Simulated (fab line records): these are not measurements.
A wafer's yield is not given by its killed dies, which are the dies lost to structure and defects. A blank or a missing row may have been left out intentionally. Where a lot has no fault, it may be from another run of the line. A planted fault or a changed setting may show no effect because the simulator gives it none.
Chamber matching	flow nand harc	NHARC_A_STAIRCASE_DEP_156 on pecvd-01 has 3 sister chambers
The step deposits SiNx, target thk 50 nm. 3 wafers are shown with their chamber, then 9 later ones without.

EACH WAFER AND ITS CHAMBER
wafer	chamber	heater power w (W)
L087.5	0	816
L086.3	2	705
L086.6	1	643

WAFERS WHOSE CHAMBER IS MISSING
wafer	heater power w (W)
L092.1	664
L092.3	672
L092.4	667
L091.1	652
L091.3	792
L091.6	824
L097.2	827
L097.4	821
L097.5	652

EACH ONE'S CHAMBER
wafer	from the rows above	in truth
L092.1	can't be placed: 1 or 2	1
L092.3	can't be placed: 1 or 2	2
L092.4	can't be placed: 1 or 2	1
L091.1	1	1
L091.3	0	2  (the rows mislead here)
L091.6	0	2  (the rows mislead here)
L097.2	0	0
L097.4	0	0
L097.5	1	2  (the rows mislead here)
Correct placement for 3 of the 9. Unplaceable from these rows: 3, with the true chamber sitting among the candidates in 3. 3 placed wrongly.
How it was worked out, from the rows above alone: a wafer's distance from a chamber is the root of the sum, over the readings, of the square of ((its reading less the chamber's mean) divided by the reading's scatter). The wafer belongs to the nearest chamber; if the next one is less than 2 further off, it can't be placed. A chamber's mean is the mean of its shown wafers. The scatter: with one shown wafer a chamber, the root of the mean of the squares of how far each hidden wafer lies from its nearest shown one.
